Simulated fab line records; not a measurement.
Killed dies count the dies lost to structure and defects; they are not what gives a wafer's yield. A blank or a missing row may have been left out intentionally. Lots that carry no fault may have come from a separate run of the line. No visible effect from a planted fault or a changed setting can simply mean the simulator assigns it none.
Matching of chambers ; flow n5-finfet ; N5_GATE_CUT_CMP_02 on cmp-03: 4 sister chambers
The step polishes, stops on SiO2, t overpolish 12.7 s, target thk 0 nm. 4 wafers are shown with their chamber, then 8 later ones without.

WAFERS PAIRED WITH THEIR CHAMBERS
wafer;chamber;motor-current-A (A)
L083.1;1;10.7
L084.1;3;8.3
L084.3;2;9.5
L085.1;0;7.9

WAFERS WHOSE CHAMBER IS MISSING
wafer;motor-current-A (A)
L085.2;7.5
L085.6;10.2
L092.1;7.9
L092.4;9.2
L092.5;9.6
L097.1;10.7
L097.2;7.9
L097.5;8.9

EACH ONE'S CHAMBER
wafer;from the rows above;in truth
L085.2;can't be placed: 0 or 3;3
L085.6;can't be placed: 1 or 2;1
L092.1;can't be placed: 0 or 3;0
L092.4;can't be placed: 2 or 3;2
L092.5;2;2
L097.1;1;1
L097.2;can't be placed: 0 or 3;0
L097.5;can't be placed: 2 or 3 or 0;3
Placed correctly: 2 of 8. Not placeable from these rows: 6 (in 6, the candidates include the true chamber). Wrongly placed: 0.
How it was worked out, from the rows above alone: a wafer's distance from a chamber is the root of the sum, over the readings, of the square of ((its reading less the chamber's mean) divided by the reading's scatter). The wafer belongs to the nearest chamber; if the next one is less than 2 further off, it can't be placed. The mean given for a chamber averages the wafers shown for that chamber. The scatter: with one shown wafer a chamber, the root of the mean of the squares of how far each hidden wafer lies from its nearest shown one.
